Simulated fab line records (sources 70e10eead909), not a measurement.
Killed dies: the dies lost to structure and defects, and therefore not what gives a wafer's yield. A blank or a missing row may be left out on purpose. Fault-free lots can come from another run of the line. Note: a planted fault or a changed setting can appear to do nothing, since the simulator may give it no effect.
Matching of chambers :: flow nand_harc :: 4 sister chambers for NHARC_A_STAIRCASE_DESCUM_312 on rie_diel-04
The step chemistry O2, time 3 s. 8 wafers are shown with their chamber, then 9 later ones without.

WAFERS, EACH WITH ITS CHAMBER
wafer: L086.4
chamber: 2
drypump_motor_current_A (A): 6.2
showerhead_plenum_p_Torr (Torr): 1.96

wafer: L088.2
chamber: 3
drypump_motor_current_A (A): 6.0
showerhead_plenum_p_Torr (Torr): 2.02

wafer: L090.1
chamber: 3
drypump_motor_current_A (A): 6.0
showerhead_plenum_p_Torr (Torr): 2.02

wafer: L090.3
chamber: 0
drypump_motor_current_A (A): 5.3
showerhead_plenum_p_Torr (Torr): 1.82

wafer: L090.4
chamber: 1
drypump_motor_current_A (A): 6.6
showerhead_plenum_p_Torr (Torr): 2.08

wafer: L090.2
chamber: 2
drypump_motor_current_A (A): 6.2
showerhead_plenum_p_Torr (Torr): 1.95

wafer: L090.5
chamber: 1
drypump_motor_current_A (A): 6.6
showerhead_plenum_p_Torr (Torr): 2.08

wafer: L090.6
chamber: 0
drypump_motor_current_A (A): 5.2
showerhead_plenum_p_Torr (Torr): 1.83

WAFERS WITH NO CHAMBER GIVEN
wafer: L094.3
drypump_motor_current_A (A): 5.3
showerhead_plenum_p_Torr (Torr): 1.82

wafer: L094.4
drypump_motor_current_A (A): 6.6
showerhead_plenum_p_Torr (Torr): 2.07

wafer: L094.6
drypump_motor_current_A (A): 6.0
showerhead_plenum_p_Torr (Torr): 2.01

wafer: L095.1
drypump_motor_current_A (A): 6.0
showerhead_plenum_p_Torr (Torr): 2.01

wafer: L095.4
drypump_motor_current_A (A): 6.6
showerhead_plenum_p_Torr (Torr): 2.07

wafer: L095.5
drypump_motor_current_A (A): 6.2
showerhead_plenum_p_Torr (Torr): 1.95

wafer: L096.2
drypump_motor_current_A (A): 6.6
showerhead_plenum_p_Torr (Torr): 2.07

wafer: L096.3
drypump_motor_current_A (A): 6.0
showerhead_plenum_p_Torr (Torr): 2.01

wafer: L096.6
drypump_motor_current_A (A): 6.0
showerhead_plenum_p_Torr (Torr): 2.01

WHICH CHAMBER EACH WENT THROUGH
wafer: L094.3
from the rows above: 0
in truth: 0

wafer: L094.4
from the rows above: 1
in truth: 1

wafer: L094.6
from the rows above: 3
in truth: 3

wafer: L095.1
from the rows above: 3
in truth: 3

wafer: L095.4
from the rows above: 1
in truth: 1

wafer: L095.5
from the rows above: 2
in truth: 2

wafer: L096.2
from the rows above: 1
in truth: 1

wafer: L096.3
from the rows above: 3
in truth: 3

wafer: L096.6
from the rows above: 3
in truth: 3
9 of 9 placed correctly. Not placeable from these rows: 0. Placed wrongly: 0.
How it was worked out, from the rows above alone: a wafer's distance from a chamber is the root of the sum, over the readings, of the square of ((its reading less the chamber's mean) divided by the reading's scatter). The wafer belongs to the nearest chamber; if the next one is less than 2 further off, it can't be placed. For every chamber, the mean is computed from those of its wafers that are shown. How the scatter is found: for the shown wafers, subtract from each reading the mean of its chamber, square and add these, divide the total by (wafers less chambers), then take the root.
